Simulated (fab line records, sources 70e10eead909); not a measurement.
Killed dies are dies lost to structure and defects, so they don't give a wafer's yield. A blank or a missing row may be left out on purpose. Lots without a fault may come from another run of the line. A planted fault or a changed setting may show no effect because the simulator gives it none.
Chamber matching | flow nand_harc | NHARC_A_CHANNEL_FILL_D1_ALD_14 on ald_hk-03: 4 sister chambers
The step deposits SiO2, target thk 2.5 nm, pulse time 10 s, ald cycles 25. 16 wafers are shown with their chamber, then 8 later ones without.

WAFERS WITH THEIR CHAMBER
wafer  | chamber | heater_power_w (W) | precursor_pulse_height_rel
L074.1 | 1       | 431                | 1.001
L074.2 | 0       | 421                | 0.988
L074.3 | 2       | 460                | 0.995
L077.2 | 2       | 468                | 1.025
L077.4 | 3       | 441                | 1.021
L077.5 | 3       | 428                | 0.988
L078.2 | 1       | 415                | 0.991
L078.4 | 3       | 436                | 1.023
L078.5 | 0       | 414                | 0.996
L081.1 | 1       | 424                | 1.043
L081.3 | 2       | 466                | 1.005
L081.5 | 0       | 418                | 1.023
L084.1 | 2       | 466                | 1.037
L084.2 | 1       | 413                | 1.000
L084.5 | 1       | 427                | 0.993
L082.2 | 0       | 435                | 0.977

SIGNATURES (means of the wafers above)
reading                    | chamber 0 | chamber 1 | chamber 2 | chamber 3 | scatter within a chamber
heater_power_w             | 422.00    | 422.00    | 465.00    | 435.00    | 7.14
precursor_pulse_height_rel | 0.99600   | 1.00560   | 1.01550   | 1.01067   | 0.0201
Rule: a wafer's distance from a chamber is the root of the sum, over the readings, of the square of ((its reading less the chamber's mean) divided by the reading's scatter). The wafer belongs to the nearest chamber; if the next one is less than 2 further off, it can't be placed. The scatter: the root of (the sum of the squares of (reading less its chamber's mean) over the shown wafers, divided by (wafers less chambers)).

WAFERS WITHOUT THEIR CHAMBER
wafer  | heater_power_w (W) | precursor_pulse_height_rel
L082.4 | 434                | 1.009
L082.5 | 467                | 1.012
L089.2 | 430                | 1.007
L089.4 | 465                | 0.996
L089.5 | 467                | 1.019
L090.2 | 454                | 0.989
L090.4 | 416                | 1.010
L090.5 | 468                | 0.957

WHICH CHAMBER EACH WENT THROUGH
wafer  | from the rows above          | in truth
L082.4 | can't be placed: 3 or 1 or 0 | 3
L082.5 | 2                            | 2
L089.2 | can't be placed: 3 or 1 or 0 | 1
L089.4 | 2                            | 2
L089.5 | 2                            | 2
L090.2 | can't be placed: 2 or 3      | 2
L090.4 | can't be placed: 1 or 0 or 3 | 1
L090.5 | 2                            | 2
Placed correctly: 4 of 8. Can't be placed from these rows: 4 (the true chamber is among the candidates in 4). Placed wrongly: 0.
